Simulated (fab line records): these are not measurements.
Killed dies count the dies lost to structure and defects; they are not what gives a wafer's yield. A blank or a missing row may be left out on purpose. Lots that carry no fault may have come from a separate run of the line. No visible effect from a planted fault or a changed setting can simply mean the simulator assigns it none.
Matching of chambers + flow n5-finfet + 4 sister chambers for N5_BEOL_M14_ETCH_68 on rie-diel-06
The step etches SOC in N2/H2, time 450 s. 8 wafers are shown with their chamber, then 8 later ones without.

## WAFERS PAIRED WITH THEIR CHAMBERS
| wafer  | chamber | drypump-motor-current-A (A) | showerhead-plenum-p-Torr (Torr) |
|--------|---------|-----------------------------|---------------------------------|
| L077.2 | 0       | 4.8                         | 2.67                            |
| L077.5 | 2       | 5.8                         | 2.51                            |
| L078.4 | 0       | 4.8                         | 2.67                            |
| L079.4 | 1       | 6.2                         | 2.69                            |
| L081.2 | 3       | 5.6                         | 2.59                            |
| L081.3 | 2       | 5.8                         | 2.50                            |
| L081.4 | 1       | 6.3                         | 2.69                            |
| L088.1 | 3       | 5.7                         | 2.58                            |

## WAFERS WHOSE CHAMBER IS MISSING
| wafer  | drypump-motor-current-A (A) | showerhead-plenum-p-Torr (Torr) |
|--------|-----------------------------|---------------------------------|
| L088.4 | 4.8                         | 2.66                            |
| L088.6 | 5.7                         | 2.58                            |
| L093.1 | 6.2                         | 2.67                            |
| L093.3 | 5.7                         | 2.58                            |
| L093.4 | 4.8                         | 2.66                            |
| L091.2 | 5.7                         | 2.58                            |
| L091.5 | 5.7                         | 2.58                            |
| L091.6 | 5.8                         | 2.50                            |

## WHICH CHAMBER EACH WENT THROUGH
| wafer  | from the rows above | in truth |
|--------|---------------------|----------|
| L088.4 | 0                   | 0        |
| L088.6 | 3                   | 3        |
| L093.1 | 1                   | 1        |
| L093.3 | 3                   | 3        |
| L093.4 | 0                   | 0        |
| L091.2 | 3                   | 3        |
| L091.5 | 3                   | 3        |
| L091.6 | 2                   | 2        |
8 of 8 placed correctly. Left unplaced by these rows: 0. Number placed wrongly: 0.
How it was worked out, from the rows above alone: a wafer's distance from a chamber is the root of the sum, over the readings, of the square of ((its reading less the chamber's mean) divided by the reading's scatter). The wafer belongs to the nearest chamber; if the next one is less than 2 further off, it can't be placed. Each chamber's mean is taken over the wafers shown for it. How the scatter is found: for the shown wafers, subtract from each reading the mean of its chamber, square and add these, divide the total by (wafers less chambers), then take the root.
